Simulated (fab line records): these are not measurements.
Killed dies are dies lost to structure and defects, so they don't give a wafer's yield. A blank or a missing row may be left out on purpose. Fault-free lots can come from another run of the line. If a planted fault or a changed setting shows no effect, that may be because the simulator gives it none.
A struck lot beside a sound one / flow nandHarc / 15 out of 1159 route steps
Sound: the wafers L286.2, L286.3, L286.4. The struck wafers were L295.1, L295.4, L295.6. At the end, the cause is stated.
For every step that has rows: the tool of each side, followed by ch and its chambers, followed by its first start. Under that, the readings that differ: sound wafers / struck wafers / difference of the means / sigmas: that difference in standard deviations of wafers without a fault.
alike: a reading whose means differ by less than 2 such deviations, as well as words and numbers matching on both sides. not compared: withheld readings; readings where some wafer has no value; bounds like >300 that might hide an equal value; numbers whose values overlap and for which the record gives no deviation.
The two part at a step that has a row with sigmas, a row that says differs or no value, or rows on one side only. Numbers that don't overlap but have no deviation are shown without sigmas and don't part them. A reading missing from all wafers of one side parts the sides only when that side holds two or more wafers.

NHARC_A_CONTACT_OVL_MEAS_43:
  struck on overlay-02, day 20 09:01; sound on overlay-02, day 17 04:29
  alike: overlayXNm, overlayYNm
NHARC_A_CONTACT_INSPECT_44:
  struck on defectInspect-01, day 20 09:02; sound on defectInspect-02, day 17 04:31
  alike: rawDefectCount
then, 2 steps without rows for these wafers: NHARC_A_CONTACT_DESCUM_47 (chemistry O2, time 3 s); NHARC_A_CONTACT_ETCH_48 (etches the open film in CF4, target depth 39 nm, time 65 s).
NHARC_A_CONTACT_ETCH_49: etches the open film in N2/H2, target depth 260 nm, time 475.3 s.
  sound: rieDiel-11 ch 1,2,3; struck: rieDiel-11 ch 0,2,3
  alike: biasW, chamberPressureMTorr, drypumpMotorCurrentA, mfcArSccm, oesProductAu, rfVppV, showerheadPlenumPTorr, throttleValvePct
  not compared: rfHoursCounterH
NHARC_A_CONTACT_ETCH_50: etches the open film in CF4/CHF3, target depth 84.7 nm, time 42.4 s.
  sound: rieDiel-11 ch 1,2,3; struck: rieDiel-11 ch 1,3
  alike: biasW, cf4FlowSccm, drypumpMotorCurrentA, mfcArSccm, oesProductAu, rfVppV, showerheadPlenumPTorr, throttleValvePct
  not compared: rfHoursCounterH
NHARC_A_CONTACT_ETCH_51: etches the open film in O2/COS, target depth 3600 nm, time 936 s.
  sound: rieDiel-11 ch 0,1,2; struck: rieDiel-11 ch 2,3
  alike: biasW, chamberPressureMTorr, drypumpMotorCurrentA, mfcArSccm, oesProductAu, rfVppV, showerheadPlenumPTorr, throttleValvePct
  not compared: rfHoursCounterH
then, 4 steps without rows for these wafers: NHARC_A_CONTACT_ETCH_111 (etches the open film in C4F8/O2/Ar, time 140 s, target depth 700 nm); NHARC_A_CONTACT_ETCH_112 (etches the open film in C4F8/O2/Ar, time 94 s, target depth 922 nm); NHARC_A_CONTACT_ETCH_113 (etches the open film in C4F8/O2/Ar, time 94 s, target depth 922 nm); NHARC_A_CONTACT_ETCH_114 (etches the open film in C4F8/O2/Ar, time 94 s, target depth 922 nm).
NHARC_A_CONTACT_ETCH_115: etches the open film in C4F8/O2/Ar, time 94 s, target depth 922 nm.
  sound on harCapEtch-01 ch 0,1, day 17 06:20; struck on harCapEtch-02 ch 0,1, day 20 11:14
  alike: chamberPressureMTorr, oesAirLineAu
  not compared: rfHoursCounterH
NHARC_A_CONTACT_ETCH_116: etches the open film in C4F8/O2/Ar, time 94 s, target depth 922 nm.
  sound on harCapEtch-01 ch 0,1, day 17 06:25; struck on harCapEtch-02 ch 0,1, day 20 11:23
  no value came back on the struck wafers for chamberPressureMTorr (mTorr), oesAirLineAu (a.u.); on the sound wafers chamberPressureMTorr (mTorr) reads 19.989 19.991 19.999
  not compared: rfHoursCounterH
NHARC_A_CONTACT_ETCH_117: etches the open film in C4F8/O2/Ar, time 94 s, target depth 922 nm.
  sound on harCapEtch-01 ch 0,1, day 17 06:31; struck on harCapEtch-02 ch 0,1, day 20 11:34
  alike: chamberPressureMTorr, oesAirLineAu
  not compared: rfHoursCounterH
-- jump in the record: it breaks off in module A_CONTACT and resumes in module END (first step shown: number 1159 of the route), and 3 days separate the struck wafers' starts before and after --
NHARC_END_SORT_01:
  here the record holds rows for the struck wafers (prober-01 ch 0, day 23 18:02) but none for the sound ones

## WHERE THEY PART
Last at NHARC_END_SORT_01 as far as this record goes, first at NHARC_A_CONTACT_ETCH_116.

WHY: what had been put in by the simulator
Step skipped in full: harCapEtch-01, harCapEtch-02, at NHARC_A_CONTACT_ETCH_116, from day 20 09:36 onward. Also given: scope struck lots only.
